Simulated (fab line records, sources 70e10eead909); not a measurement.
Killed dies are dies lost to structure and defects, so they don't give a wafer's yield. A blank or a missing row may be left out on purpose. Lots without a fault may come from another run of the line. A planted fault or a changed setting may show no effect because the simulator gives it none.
Which tool did it? | flow nand_harc | 13 lots, 39 wafers sampled, at 5 steps of a route of 1159

WHAT THE GAUGES READ, wafer by wafer
NHARC_THIN_TSV_CD_MEAS_16. Usual: cd_nm 999.9 nm, standard deviation 2.3.
lot  | measured     | on        | cd_nm (nm)           | flag
L296 | day 18 20:49 | cd_sem-02 | 1000.0 1001.9 1001.3 |
L300 | day 19 01:53 | cd_sem-02 | 997.9 996.4 994.6    |
L297 | day 19 08:32 | cd_sem-03 | 1001.6 1004.5 1002.5 |
L298 | day 19 03:10 | cd_sem-02 | 1001.7 998.7 999.9   |
L299 | day 19 04:21 | cd_sem-03 | 1001.0 998.5 1004.4  |
L304 | day 20 06:53 | cd_sem-02 | 1003.5 1003.0 1000.0 |
L303 | day 21 02:29 | cd_sem-03 | 997.7 1001.9 999.6   |
L305 | day 21 03:28 | cd_sem-02 | 1002.5 1000.5 1000.8 |
L315 | day 23 11:35 | cd_sem-02 | 998.5 1000.5 996.8   |
L313 | day 23 19:01 | cd_sem-02 | 996.5 998.4 999.9    |
L317 | day 23 20:04 | cd_sem-02 | 1003.1 1003.5 1002.3 |
L316 | day 24 01:13 | cd_sem-02 | 998.2 1000.9 999.2   |
L318 | day 24 11:26 | cd_sem-01 | 998.4 1000.7 1001.7  |

NHARC_END_SORT_01. Usual: killed_at_array 25, standard deviation 9.2; killed_at_other 0.9, standard deviation 1.3; killed_at_periphery 3.3, standard deviation 2.3; killed_dies 29, standard deviation 9.6; killed_open 3.2, standard deviation 1.8; killed_short 2, standard deviation 1.4.
lot  | measured     | on        | killed_at_array | killed_at_other | killed_at_periphery | killed_dies | killed_open | killed_short | flag
L313 | day 24 16:02 | prober-02 | 29 50 75        | 1 0 0           | 3 4 6               | 33 54 81    | 3 4 3       | 2 1 0        |

WHICH TOOL RAN EACH LOT (tool, then ch and the chambers of the sampled wafers, then the start)
lot  | NHARC_A_SLIT_DEP_23             | NHARC_THIN_TSV_STRIP_45              | NHARC_THIN_TSV_CMP_21
L296 | pecvd-04 ch 0,1,2, day 14 14:19 | plasma_asher-01 ch 0,1, day 18 20:55 | cmp-01 ch 0,1,2, day 19 00:10
L300 | pecvd-02 ch 1,2, day 14 22:08   | plasma_asher-02 ch 0,1, day 19 02:13 | cmp-02 ch 0,1,3, day 19 05:32
L297 | pecvd-03 ch 0,1, day 14 22:33   | plasma_asher-01 ch 0,1, day 19 08:40 | cmp-01 ch 1,2,3, day 19 12:00
L298 | pecvd-04 ch 0,1,2, day 14 22:35 | plasma_asher-02 ch 0, day 19 03:17   | cmp-01 ch 1,2,3, day 19 06:43
L299 | pecvd-04 ch 1,2, day 15 04:00   | plasma_asher-02 ch 0,1, day 19 04:28 | cmp-01 ch 0,2,3, day 19 07:43
L304 | pecvd-04 ch 0,1, day 16 07:59   | plasma_asher-02 ch 0,1, day 20 07:01 | cmp-01 ch 0,1,3, day 20 10:23
L303 | pecvd-02 ch 0,2, day 16 19:56   | plasma_asher-02 ch 0,1, day 21 02:37 | cmp-03 ch 1,2,3, day 21 06:01
L305 | pecvd-03 ch 1,2, day 16 20:03   | plasma_asher-01 ch 0,1, day 21 03:36 | cmp-02 ch 0,2,3, day 21 06:49
L315 | pecvd-03 ch 0,1, day 19 02:47   | plasma_asher-01 ch 0,1, day 23 11:40 | cmp-03 ch 0,3, day 23 15:44
L313 | pecvd-02 ch 0,1,2, day 19 07:41 | plasma_asher-02 ch 0,1, day 23 19:08 | cmp-01 ch 1,2,3, day 23 22:29
L317 | pecvd-04 ch 0,1,2, day 19 07:51 | plasma_asher-02 ch 0,1, day 23 20:13 | cmp-01 ch 2,3, day 23 23:27
L316 | pecvd-03 ch 1,2, day 19 09:08   | plasma_asher-02 ch 0,1, day 24 01:18 | cmp-03 ch 1,2,3, day 24 05:25
L318 | pecvd-04 ch 1,2, day 20 04:30   | plasma_asher-01 ch 0,1, day 24 11:31 | cmp-01 ch 0,1, day 24 14:49
- NHARC_A_SLIT_DEP_23: deposits SiON, target thk 100 nm.
- NHARC_THIN_TSV_STRIP_45: strips in O2.
- NHARC_THIN_TSV_CMP_21: polishes, t overpolish 30 s, target thk 2000 nm.

WHAT THE TOOLS THEMSELVES READ (means of the sampled wafers that have a number; where no wafer has one, the mark that the record gives instead)
NHARC_A_SLIT_DEP_23. Usual: heater_power_w 774 W, standard deviation 100; showerhead_vpp_V 1142 V, standard deviation 53.
lot  | tool     | heater_power_w (W) | showerhead_vpp_V (V) | flag
L296 | pecvd-04 | 724                | 1120                 |
L300 | pecvd-02 | 793                | 1148                 |
L297 | pecvd-03 | 763                | 1146                 |
L298 | pecvd-04 | 692                | 1118                 |
L299 | pecvd-04 | 798                | 1128                 |
L304 | pecvd-04 | 635                | 1102                 |
L303 | pecvd-02 | 810                | 1129                 |
L305 | pecvd-03 | 829                | 1211                 |
L315 | pecvd-03 | 712                | 1167                 |
L313 | pecvd-02 | 848                | 1100                 |
L317 | pecvd-04 | 696                | 1132                 |
L316 | pecvd-03 | 777                | 1187                 |
L318 | pecvd-04 | 707                | 1131                 |

NHARC_THIN_TSV_STRIP_45. Usual: drypump_motor_current_A 5.66 A, standard deviation 0.28; heater_power_w 335 W, standard deviation 32.
lot  | tool            | drypump_motor_current_A (A) | heater_power_w (W) | flag
L296 | plasma_asher-01 | 5.29                        | 373                |
L300 | plasma_asher-02 | 5.86                        | 305                |
L297 | plasma_asher-01 | 5.29                        | 368                |
L298 | plasma_asher-02 | 5.89                        | 305                |
L299 | plasma_asher-02 | 5.89                        | 311                |
L304 | plasma_asher-02 | 5.90                        | 306                |
L303 | plasma_asher-02 | 5.90                        | 310                |
L305 | plasma_asher-01 | 5.30                        | 377                |
L315 | plasma_asher-01 | 5.37                        | 366                |
L313 | plasma_asher-02 | 5.89                        | 304                |
L317 | plasma_asher-02 | 5.88                        | 301                |
L316 | plasma_asher-02 | 5.88                        | 311                |
L318 | plasma_asher-01 | 5.31                        | 370                |

NHARC_THIN_TSV_CMP_21. Usual: motor_current_A 11.6 A, standard deviation 1; overpolish_run_s 30.001 s, standard deviation 0.009.
lot  | tool   | motor_current_A (A) | overpolish_run_s (s) | flag
L296 | cmp-01 | 11.9                | 30.000               |
L300 | cmp-02 | 11.0                | 30.001               |
L297 | cmp-01 | 12.3                | 30.006               |
L298 | cmp-01 | 11.9                | 29.990               |
L299 | cmp-01 | 12.6                | 30.001               |
L304 | cmp-01 | 12.1                | 30.009               |
L303 | cmp-03 | 11.4                | 29.996               |
L305 | cmp-02 | 11.2                | 29.997               |
L315 | cmp-03 | 9.8                 | 29.995               |
L313 | cmp-01 | 12.3                | 29.998               |
L317 | cmp-01 | 12.8                | 30.003               |
L316 | cmp-03 | 12.0                | 30.005               |
L318 | cmp-01 | 11.7                | 29.998               |

THE ANSWER, worked out from the rows above alone
Rule: a lot is off if the mean of its wafers that have a number lies more than 3 standard deviations from the usual mean. A lot without any number at a reading at which 4 lots or more have one is off too. The other lots that the step has rows for count as sound. The gauges are gone through in route order, then the tools' own readings, and for those a lot's mean is taken as printed above. The first step at which some lot is off is used, and at that step the reading that is off furthest; a lot without a number counts as furthest.
No lot is off at any reading shown: from this, nothing can be told.

WHAT THE SIMULATOR HAD PUT IN
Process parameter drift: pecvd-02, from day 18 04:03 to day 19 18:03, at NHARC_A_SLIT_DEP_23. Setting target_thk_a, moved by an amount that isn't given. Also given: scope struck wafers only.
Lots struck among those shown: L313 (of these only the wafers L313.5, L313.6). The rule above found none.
